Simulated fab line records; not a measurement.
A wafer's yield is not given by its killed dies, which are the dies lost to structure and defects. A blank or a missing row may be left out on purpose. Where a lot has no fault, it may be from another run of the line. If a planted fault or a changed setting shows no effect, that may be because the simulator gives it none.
Matching of chambers + flow nandHarc + NHARC_A_CHANNEL_FILL_D1_ETCHBACK_20 on rieDiel-06 has 4 sister chambers
The step etches the open film in C4F8/O2/Ar, target depth 27 nm, time 13.5 s. 4 wafers are shown with their chamber, then 12 later ones without.

== WAFERS PAIRED WITH THEIR CHAMBERS ==
| wafer  | chamber | rfVppV (V) |
|--------|---------|------------|
| L086.1 | 2       | 989        |
| L089.1 | 3       | 980        |
| L089.3 | 0       | 979        |
| L089.6 | 1       | 983        |

== WAFERS WITHOUT THEIR CHAMBER ==
| wafer  | rfVppV (V) |
|--------|------------|
| L093.1 | 980        |
| L093.5 | 987        |
| L093.6 | 981        |
| L095.1 | 980        |
| L095.3 | 979        |
| L095.4 | 981        |
| L097.2 | 989        |
| L097.4 | 981        |
| L097.5 | 980        |
| L096.2 | 980        |
| L096.5 | 981        |
| L096.6 | 981        |

== CHAMBER TAKEN BY EACH ==
| wafer  | from the rows above          | in truth |
|--------|------------------------------|----------|
| L093.1 | can't be placed: 3 or 0      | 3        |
| L093.5 | 2                            | 2        |
| L093.6 | can't be placed: 3 or 0 or 1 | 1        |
| L095.1 | can't be placed: 3 or 0      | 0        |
| L095.3 | can't be placed: 0 or 3      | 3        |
| L095.4 | can't be placed: 3 or 0 or 1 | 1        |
| L097.2 | 2                            | 2        |
| L097.4 | can't be placed: 3 or 0 or 1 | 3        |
| L097.5 | can't be placed: 3 or 0      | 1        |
| L096.2 | can't be placed: 3 or 0      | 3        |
| L096.5 | can't be placed: 3 or 0 or 1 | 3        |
| L096.6 | can't be placed: 3 or 0 or 1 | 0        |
Correct placement for 2 of the 12. Not placeable from these rows: 10 (in 9, the candidates include the true chamber). 0 placed wrongly.
How it was worked out, from the rows above alone: a wafer's distance from a chamber is the root of the sum, over the readings, of the square of ((its reading less the chamber's mean) divided by the reading's scatter). If the next closest chamber is less than 2 further off than the closest, the wafer can't be placed; otherwise it belongs to the closest. Each chamber's mean is taken over the wafers shown for it. The scatter (one wafer shown for each chamber): square how far every hidden wafer sits from the nearest shown wafer, average those squares and take the square root.
